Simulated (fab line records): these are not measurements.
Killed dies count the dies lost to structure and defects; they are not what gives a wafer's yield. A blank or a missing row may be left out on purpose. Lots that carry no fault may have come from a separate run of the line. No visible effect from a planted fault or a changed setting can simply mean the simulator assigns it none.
2 desks looking at one fault || flow n5 finfet || numbers are kept per desk, each desk with only its own; the story behind them comes last

## THE DEFECT DESK
Counts from the inspections along the route, per lot, as means over the sampled wafers that have a number. A lot is out of limits, marked OUT, if its mean lies more than 4 standard deviations from the usual mean; the brackets give that distance.
Columns: A = raw defect count at N5_BEOL_M9_INSPECT_58, usual 73
{"lot": "L876", "first seen here": "day 9 18:53", "A": 87}
{"lot": "L877", "first seen here": "day 10 00:03", "A": 72}
{"lot": "L882", "first seen here": "day 11 10:38", "A": 85}
{"lot": "L881", "first seen here": "day 11 15:55", "A": 52}
{"lot": "L884", "first seen here": "day 11 18:25", "A": 62}
{"lot": "L887", "first seen here": "day 13 05:18", "A": 89}
{"lot": "L890", "first seen here": "day 13 15:02", "A": 94}
{"lot": "L889", "first seen here": "day 13 19:47", "A": 61}
{"lot": "L897", "first seen here": "day 15 11:24", "A": 50}
{"lot": "L898", "first seen here": "day 16 05:52", "A": 84}
{"lot": "L899", "first seen here": "day 16 08:32", "A": 54}
This desk found nothing out of limits on any of the 11 lots.

## AT THE TOOL OWNER'S DESK: pvd sputter-01
The tool's own readings at N5_BEOL_M9_SPUTTER_48 (material Cu, target thk 12 nm, time 2 s): means of the sampled wafers that have a number, for each lot that ran on this tool. A lot is out of limits, marked OUT, if its mean lies more than 4 standard deviations from the usual mean; the brackets give that distance.
Columns: A = bias v at N5_BEOL_M9_SPUTTER_48, usual 60.1 V; B = cathode dc power W at N5_BEOL_M9_SPUTTER_48, usual 26000 W; C = chamber pressure pa at N5_BEOL_M9_SPUTTER_48, usual 0.13003 Pa; D = throttle valve pct at N5_BEOL_M9_SPUTTER_48, usual 30.1 %
{"lot": "L881", "first seen here": "day 11 14:34", "A": 59.4, "B": 25997, "C": 0.13000, "D": 29.5}
{"lot": "L884", "first seen here": "day 11 17:18", "A": 60.1, "B": 25996, "C": 0.13003, "D": 29.5}
{"lot": "L887", "first seen here": "day 13 04:14", "A": 60.4, "B": "27530 (+99 or more) OUT", "C": 0.13005, "D": 29.7}
{"lot": "L889", "first seen here": "day 13 18:45", "A": 60.1, "B": "27529 (+99 or more) OUT", "C": 0.13007, "D": 29.4}
This desk's verdict: out of limits on L887, L889, starting with L887 at day 13 04:14 (cathode dc power W at N5_BEOL_M9_SPUTTER_48). L881, L884 stayed within limits.

## ALL TOGETHER
At day 13 04:14, on L887, L889, the tool owner's desk was in a position to raise an alarm.
Nothing the defect desk looked at was out of limits.
The defect desk has L887, L889 on record, within its limits.
All the named lots went through N5_BEOL_M9_SPUTTER_48 on pvd sputter-01.

## WHAT THE SIMULATOR PUT IN
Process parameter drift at N5_BEOL_M9_SPUTTER_48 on pvd sputter-01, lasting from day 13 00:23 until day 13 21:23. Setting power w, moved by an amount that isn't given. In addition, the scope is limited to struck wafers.
Lots struck among those shown: L887, L889.
Each desk's first reading out of limits, in hours after the fault started: the tool owner's desk, 4.
